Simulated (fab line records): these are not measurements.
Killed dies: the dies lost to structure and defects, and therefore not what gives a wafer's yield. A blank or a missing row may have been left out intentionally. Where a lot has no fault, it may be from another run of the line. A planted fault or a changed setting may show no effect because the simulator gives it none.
Which of the tools did it? | flow n5Finfet | Sampling: 23 lots, 69 wafers, 5 of 1938 route steps

WHAT THE GAUGES READ, wafer by wafer
N5_BEOL_M12_OVL_MEAS_29.
lot  | measured     | on         | M12_OVL (nm)
L074 | day 11 14:07 | overlay-01 | -4 -7 -1
L077 | day 13 06:17 | overlay-02 | 0 -4 2
L076 | day 13 11:28 | overlay-01 | 2 2 6
L078 | day 13 20:57 | overlay-01 | 1 0 2
L079 | day 14 00:57 | overlay-01 | 0 -3 -5
L080 | day 14 11:55 | overlay-01 | -2 -6 -7
L081 | day 15 21:07 | overlay-02 | 5 -6 9
L083 | day 16 19:50 | overlay-02 | -3 3 -3
L084 | day 17 01:04 | overlay-02 | 8 8 8
L085 | day 17 08:10 | overlay-01 | -3 -3 -2
L086 | day 17 14:44 | overlay-02 | 3 10 4
L090 | day 18 05:30 | overlay-01 | -8 -13 -5
L087 | day 18 05:54 | overlay-01 | -2 -1 5
L088 | day 18 18:50 | overlay-02 | -7 -4 -3
L095 | day 19 08:16 | overlay-01 | 5 1 7
L097 | day 19 09:28 | overlay-02 | 1 8 6
L091 | day 19 12:25 | overlay-01 | -6 1 -9
L092 | day 20 01:40 | overlay-01 | -4 -6 -2
L094 | day 20 09:58 | overlay-02 | -6 -6 -3
L089 | day 20 10:42 | overlay-01 | -9 -6 -6
L096 | day 20 17:07 | overlay-01 | -3 -4 4
L093 | day 20 17:20 | overlay-01 | 1 -1 -2
L082 | day 20 18:35 | overlay-02 | 1 0 0

N5_BEOL_M13_CD_MEAS_17: the cd target is 190 nm.
lot  | measured     | on       | cdNm (nm)
L074 | day 11 19:00 | cdSem-02 | 189.9 189.3 190.6
L077 | day 13 09:47 | cdSem-02 | 191.0 190.8 189.1
L076 | day 13 15:08 | cdSem-01 | 187.9 188.8 187.2
L078 | day 14 01:14 | cdSem-01 | 187.6 187.9 188.4
L079 | day 14 04:17 | cdSem-03 | 187.5 187.9 188.1
L080 | day 14 17:08 | cdSem-01 | 188.7 189.2 189.5
L081 | day 16 00:38 | cdSem-02 | 189.8 189.5 189.2
L083 | day 17 00:26 | cdSem-01 | 190.3 188.6 189.1
L084 | day 17 06:14 | cdSem-03 | 188.6 188.1 190.9
L085 | day 17 14:17 | cdSem-02 | 189.5 189.0 190.7
L086 | day 17 18:54 | cdSem-02 | 187.7 188.0 186.5
L090 | day 18 10:51 | cdSem-02 | 190.2 190.3 189.9
L087 | day 18 11:43 | cdSem-03 | 189.3 189.0 189.3
L088 | day 18 23:48 | cdSem-02 | 188.4 187.9 189.1
L095 | day 19 12:50 | cdSem-01 | 190.7 190.0 191.5
L097 | day 19 13:14 | cdSem-02 | 189.2 189.1 190.4
L091 | day 19 16:02 | cdSem-02 | 189.0 189.2 189.3
L092 | day 20 08:20 | cdSem-02 | 190.6 191.1 191.3
L094 | day 20 13:58 | cdSem-02 | 187.9 188.7 187.4
L089 | day 20 16:11 | cdSem-03 | 188.6 190.3 189.6
L096 | day 20 21:02 | cdSem-03 | 189.5 187.1 187.8
L093 | day 21 02:00 | cdSem-03 | 187.3 189.6 188.9
L082 | day 21 03:15 | cdSem-03 | 187.8 187.9 187.7

N5_BEOL_M13_OVL_MEAS_29.
lot  | measured     | on         | M13_OVL (nm)
L074 | day 11 19:29 | overlay-02 | -6 -10 -6
L077 | day 13 10:08 | overlay-02 | 5 -9 -8
L076 | day 13 15:29 | overlay-01 | -10 -3 -5
L078 | day 14 01:35 | overlay-01 | -2 5 0
L079 | day 14 04:38 | overlay-02 | 1 -2 1
L080 | day 14 17:30 | overlay-01 | 2 1 7
L081 | day 16 00:59 | overlay-02 | -1 4 4
L083 | day 17 00:50 | overlay-02 | -1 -2 -5
L084 | day 17 06:43 | overlay-01 | 0 -6 -3
L085 | day 17 14:46 | overlay-01 | 5 -11 -8
L086 | day 17 19:23 | overlay-01 | -11 -5 -3
L090 | day 18 11:13 | overlay-02 | 2 8 3
L087 | day 18 12:05 | overlay-01 | -1 -5 -1
L088 | day 19 00:10 | overlay-02 | -1 3 6
L095 | day 19 13:12 | overlay-02 | 0 -2 -6
L097 | day 19 13:35 | overlay-01 | -11 -7 -4
L091 | day 19 16:24 | overlay-02 | 3 4 -2
L092 | day 20 08:41 | overlay-01 | 2 -4 -3
L094 | day 20 14:27 | overlay-01 | 1 1 4
L089 | day 20 16:40 | overlay-02 | -1 -3 -9
L096 | day 20 21:23 | overlay-01 | -6 6 8
L093 | day 21 02:29 | overlay-02 | -1 -9 2
L082 | day 21 03:44 | overlay-02 | 1 -8 2

TOOL THAT RAN EACH LOT (tool first, then ch and the chambers of the sampled wafers, then the start)
lot  | N5_BEOL_M12_DESCUM_33             | N5_BEOL_M12_ETCH_38
L074 | rieDiel-05 ch 1,2, day 11 14:11   | rieDiel-02 ch 0,1, day 11 15:44
L077 | rieDiel-04 ch 0,1, day 13 06:20   | rieDiel-04 ch 0,1, day 13 06:58
L076 | rieDiel-02 ch 0,1, day 13 11:31   | rieDiel-02 ch 0,3, day 13 12:26
L078 | rieDiel-04 ch 0,1,3, day 13 21:01 | rieDiel-02 ch 0,1,2, day 13 22:31
L079 | rieDiel-05 ch 0,2,3, day 14 01:01 | rieDiel-05 ch 0,1,3, day 14 01:44
L080 | rieDiel-05 ch 0,1,2, day 14 11:58 | rieDiel-04 ch 1,2, day 14 14:23
L081 | rieDiel-02 ch 0,1,3, day 15 21:10 | rieDiel-05 ch 0,1,2, day 15 21:49
L083 | rieDiel-02 ch 2,3, day 16 19:53   | rieDiel-05 ch 0,2,3, day 16 21:43
L084 | rieDiel-05 ch 1,2,3, day 17 01:09 | rieDiel-02 ch 1,2,3, day 17 03:27
L085 | rieDiel-02 ch 0,2, day 17 08:13   | rieDiel-05 ch 1,3, day 17 11:13
L086 | rieDiel-02 ch 0,2,3, day 17 14:47 | rieDiel-05 ch 1,2,3, day 17 15:25
L090 | rieDiel-05 ch 0,2, day 18 05:36   | rieDiel-04 ch 1,2,3, day 18 07:57
L087 | rieDiel-05 ch 0,1, day 18 06:05   | rieDiel-02 ch 0,2,3, day 18 08:06
L088 | rieDiel-04 ch 1,2,3, day 18 18:53 | rieDiel-05 ch 0,1,2, day 18 20:01
L095 | rieDiel-05 ch 1,2,3, day 19 08:35 | rieDiel-05 ch 0,2,3, day 19 09:48
L097 | rieDiel-04 ch 0,1,2, day 19 09:35 | rieDiel-04 ch 0,1,2, day 19 10:18
L091 | rieDiel-04 ch 0,2,3, day 19 12:28 | rieDiel-04 ch 0,1,2, day 19 13:07
L092 | rieDiel-02 ch 0,1,3, day 20 02:02 | rieDiel-02 ch 0,3, day 20 05:14
L094 | rieDiel-04 ch 2,3, day 20 10:01   | rieDiel-05 ch 0,1,2, day 20 10:39
L089 | rieDiel-04 ch 0,2,3, day 20 10:45 | rieDiel-02 ch 1,2,3, day 20 13:13
L096 | rieDiel-04 ch 0,1,3, day 20 17:15 | rieDiel-02 ch 1,2, day 20 17:59
L093 | rieDiel-05 ch 0,2, day 20 17:24   | rieDiel-04 ch 1,2,3, day 20 22:50
L082 | rieDiel-02 ch 1,2, day 20 18:38   | rieDiel-04 ch 0,1,2, day 21 00:14
- N5_BEOL_M12_DESCUM_33: chemistry O2, time 7.9 s.
- N5_BEOL_M12_ETCH_38: etches SiCN in CF4/N2, target depth 68.7 nm, time 73.4 s.

WHAT THE TOOLS THEMSELVES READ (means of the sampled wafers that have a number; where no wafer has one, the mark that the record gives instead)
N5_BEOL_M12_DESCUM_33.
lot  | tool       | biasPowerW (W) | chamberPressureMTorr (mTorr) | drypumpMotorCurrentA (A) | oesProductAu (a.u.) | rfVppV (V) | showerheadPlenumPTorr (Torr) | throttleValvePct (%)
L074 | rieDiel-05 | 20.00          | 20.007                       | 5.6                      | 0.75                | 245.5      | 2.17                         | 20.61
L077 | rieDiel-04 | 19.99          | 20.008                       | 5.9                      | 0.87                | 244.2      | 2.15                         | 20.39
L076 | rieDiel-02 | 20.00          | 19.987                       | 5.7                      | 0.69                | 241.6      | 2.04                         | 20.45
L078 | rieDiel-04 | 20.01          | 19.997                       | 5.6                      | 0.88                | 244.5      | 2.13                         | 20.41
L079 | rieDiel-05 | 20.03          | 19.985                       | 6.2                      | 0.81                | 243.9      | 2.14                         | 20.49
L080 | rieDiel-05 | 20.06          | 20.016                       | 5.8                      | 0.88                | 245.0      | 2.16                         | 20.37
L081 | rieDiel-02 | 20.04          | 19.988                       | 5.6                      | 0.70                | 241.5      | 2.04                         | 20.57
L083 | rieDiel-02 | 20.10          | 19.999                       | 5.6                      | 0.73                | 242.9      | 2.11                         | 20.62
L084 | rieDiel-05 | 19.98          | 19.981                       | 5.9                      | 0.81                | 244.6      | 2.17                         | 20.46
L085 | rieDiel-02 | 20.04          | 20.021                       | 5.6                      | 0.90                | 244.8      | 2.22                         | 20.25
L086 | rieDiel-02 | 19.97          | 20.013                       | 5.6                      | 0.80                | 244.7      | 2.13                         | 20.47
L090 | rieDiel-05 | 20.00          | 20.006                       | 6.0                      | 0.85                | 243.8      | 2.13                         | 20.46
L087 | rieDiel-05 | 20.01          | 19.995                       | 5.7                      | 0.83                | 244.7      | 2.19                         | 20.32
L088 | rieDiel-04 | 20.01          | 20.005                       | 5.3                      | 0.85                | 243.2      | 2.06                         | 20.41
L095 | rieDiel-05 | 20.00          | 20.017                       | 5.9                      | 0.88                | 243.8      | 2.16                         | 20.35
L097 | rieDiel-04 | 20.05          | 19.994                       | 5.6                      | 0.82                | 243.1      | 2.08                         | 20.40
L091 | rieDiel-04 | 20.03          | 20.007                       | 5.4                      | 0.86                | 243.7      | 2.12                         | 20.30
L092 | rieDiel-02 | 19.96          | 20.005                       | 5.7                      | 0.86                | 243.1      | 2.12                         | 20.36
L094 | rieDiel-04 | 20.04          | 19.999                       | 5.1                      | 0.85                | 243.7      | 2.09                         | 20.33
L089 | rieDiel-04 | 20.07          | 20.010                       | 5.4                      | 0.85                | 243.8      | 2.12                         | 20.32
L096 | rieDiel-04 | 19.99          | 20.013                       | 5.6                      | 0.82                | 243.0      | 2.11                         | 20.49
L093 | rieDiel-05 | 20.02          | 20.006                       | 6.1                      | 0.82                | 243.5      | 2.11                         | 20.48
L082 | rieDiel-02 | 20.05          | 19.987                       | 5.7                      | 0.86                | 244.7      | 2.15                         | 20.35

N5_BEOL_M12_ETCH_38.
lot  | tool       | biasW (W) | chamberPressureMTorr (mTorr) | drypumpMotorCurrentA (A) | oesProductAu (a.u.) | rfVppV (V) | showerheadPlenumPTorr (Torr) | throttleValvePct (%)
L074 | rieDiel-02 | 70.18     | 39.98                        | 5.7                      | 0.71                | 382.7      | 2.22                         | 15.51
L077 | rieDiel-04 | 70.22     | 40.02                        | 5.8                      | 0.85                | 382.5      | 2.21                         | 15.48
L076 | rieDiel-02 | 70.01     | 39.99                        | 5.6                      | 0.70                | 379.6      | 2.10                         | 15.57
L078 | rieDiel-02 | 69.88     | 40.00                        | 5.7                      | 0.73                | 382.5      | 2.22                         | 15.55
L079 | rieDiel-05 | 69.91     | 39.96                        | 6.1                      | 0.80                | 385.1      | 2.28                         | 15.41
L080 | rieDiel-04 | 69.89     | 39.97                        | 5.3                      | 0.92                | 381.0      | 2.16                         | 15.30
L081 | rieDiel-05 | 70.11     | 40.02                        | 5.8                      | 0.87                | 383.3      | 2.27                         | 15.36
L083 | rieDiel-05 | 70.07     | 39.98                        | 6.2                      | 0.80                | 383.4      | 2.25                         | 15.50
L084 | rieDiel-02 | 70.16     | 40.03                        | 5.7                      | 0.71                | 382.1      | 2.22                         | 15.65
L085 | rieDiel-05 | 70.15     | 40.03                        | 6.1                      | 0.72                | 384.2      | 2.28                         | 15.55
L086 | rieDiel-05 | 70.00     | 40.01                        | 5.9                      | 0.80                | 384.2      | 2.28                         | 15.46
L090 | rieDiel-04 | 69.98     | 40.01                        | 5.3                      | 0.85                | 381.5      | 2.17                         | 15.39
L087 | rieDiel-02 | 70.01     | 40.02                        | 5.6                      | 0.80                | 384.4      | 2.24                         | 15.49
L088 | rieDiel-05 | 69.94     | 40.01                        | 5.8                      | 0.83                | 382.4      | 2.27                         | 15.39
L095 | rieDiel-05 | 69.95     | 39.98                        | 6.2                      | 0.87                | 383.5      | 2.24                         | 15.37
L097 | rieDiel-04 | 70.05     | 40.01                        | 5.6                      | 0.83                | 381.8      | 2.20                         | 15.43
L091 | rieDiel-04 | 70.06     | 40.01                        | 5.6                      | 0.84                | 382.5      | 2.20                         | 15.43
L092 | rieDiel-02 | 70.11     | 40.00                        | 5.6                      | 0.84                | 384.5      | 2.26                         | 15.33
L094 | rieDiel-05 | 70.09     | 40.00                        | 5.8                      | 0.83                | 383.3      | 2.26                         | 15.41
L089 | rieDiel-02 | 69.97     | 40.02                        | 5.6                      | 0.79                | 382.2      | 2.21                         | 15.55
L096 | rieDiel-02 | 69.94     | 39.99                        | 5.7                      | 0.80                | 383.5      | 2.27                         | 15.50
L093 | rieDiel-04 | 69.92     | 39.98                        | 5.3                      | 0.82                | 382.3      | 2.17                         | 15.44
L082 | rieDiel-04 | 70.07     | 40.01                        | 5.6                      | 0.82                | 382.4      | 2.20                         | 15.47

THE ANSWER, worked out from the rows above alone
Rule: the usual values come from the lots themselves. Put in order of their means at a reading, lots are off if they are a third of the lots or fewer, leave a main group of 4 or more, and stand apart from it by a gap of 3 or more times the standard deviation of the main group's means; of several such gaps the widest counts. Not used: any main group whose means are identical at the precision the tables above print for the reading. A lot without any number at a reading at which 4 lots or more have one is off too. The other lots that the step has rows for count as sound. The gauges are gone through in route order, then the tools' own readings, and for those a lot's mean is taken as printed above. The first step at which some lot is off is used, and at that step the reading that is off furthest; a lot without a number counts as furthest.
No lot is off at any reading shown: from this, nothing can be told.

WHAT THE SIMULATOR HAD INSERTED
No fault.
